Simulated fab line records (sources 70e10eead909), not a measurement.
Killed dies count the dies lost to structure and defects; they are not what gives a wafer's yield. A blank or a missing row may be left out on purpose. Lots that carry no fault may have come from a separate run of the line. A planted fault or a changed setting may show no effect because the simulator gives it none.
Comparing a struck lot with a sound one :: flow nand harc :: 14 steps out of a route of 1302
Sound: the wafers L144.2, L144.4, L144.5. Wafers struck: L155.2, L155.3, L155.6. The cause is given at the end.
Each step with rows lists, per side, the tool, then ch with its chambers, then its first start. Under that, the readings that differ: sound wafers :: struck wafers :: difference of the means :: sigmas: that difference in standard deviations of wafers without a fault.
alike: readings whose means differ by less than 2 such deviations, and words and numbers that are the same on both sides. not compared: withheld readings, readings that some wafer has no value for, bounds like >300 that may hide the same value, and numbers for which the record gives no deviation and whose values overlap.
Wherever a step has rows on one side only, a row that says differs or no value, or a row with sigmas, the two part there. Numbers that have no deviation but don't overlap get no sigmas and don't part them. A reading that every wafer of one side lacks parts them only if that side has two wafers or more.

NHARC_A_CONTACT_ETCH_102: etches the open film in CF4/O2, target depth 100 nm, overetch 10 nm, time 55 s.
  sound on rie diel-04 ch 0,2,3, day 25 14:21; struck on rie diel-06 ch 2,3, day 30 16:37
  alike: drypump motor current A, oes product au, rf vpp V, showerhead plenum p Torr, throttle valve pct
  not compared: rf hours counter h
NHARC_A_CONTACT_STRIP_55: strips in O2.
  sound: rie diel-04 ch 2,3; struck: rie diel-06 ch 0,2,3
reading: oes product au (a.u.)
sound: 1.004 1.002 1.010
struck: 0.994 0.986 0.970
difference: -0.022
sigmas: -2
  alike: drypump motor current A, rf vpp V, showerhead plenum p Torr, throttle valve pct
  not compared: rf hours counter h
then, 1 step without rows for these wafers: NHARC_A_CONTACT_STRIP_56 (strips in post etch residue remover, time 600 s).
NHARC_A_CONTACT_DEP_57: deposits aC, target thk 5300 nm.
  sound on acl dep-01 ch 0, day 25 15:32; struck on acl dep-03 ch 0, day 30 17:53
  alike: throttle valve pct
NHARC_A_CONTACT_DEP_58: deposits SiON, target thk 90 nm.
  sound on pecvd-01 ch 0,1,2, day 25 18:16; struck on pecvd-02 ch 1,2, day 30 20:36
  alike: heater power outer w, heater power w
then, 7 steps without rows for these wafers: NHARC_A_CONTACT_DEHYDRATE_59 (time 120 s); NHARC_A_CONTACT_HMDS_60 (time 30 s); NHARC_A_CONTACT_COAT_61 (time 75 s); NHARC_A_CONTACT_COAT_62 (time 65 s); NHARC_A_CONTACT_COAT_63 (resist thk 90 nm); NHARC_A_CONTACT_SOFTBAKE_64 (time 55 s); NHARC_A_CONTACT_EBR_65.
NHARC_A_CONTACT_EXPOSE_66: exposes mask A CC 2.
  struck on arfi scanner-01, day 30 21:11; sound on arfi scanner-02 ch 0, day 25 18:48
  no value came back on the struck wafers for exposure dose mJ cm2, focus offset nm (nm); on the sound wafers exposure dose mJ cm2 reads 59.03 58.94 59.01
  alike: mask
then, 1 step without rows for these wafers: NHARC_A_CONTACT_PEB_67 (peb time 65 s).

== WHERE THEY PART ==
At NHARC_A_CONTACT_STRIP_55 first; at NHARC_A_CONTACT_EXPOSE_66 last (within this record only).

WHY: what the simulator had put in
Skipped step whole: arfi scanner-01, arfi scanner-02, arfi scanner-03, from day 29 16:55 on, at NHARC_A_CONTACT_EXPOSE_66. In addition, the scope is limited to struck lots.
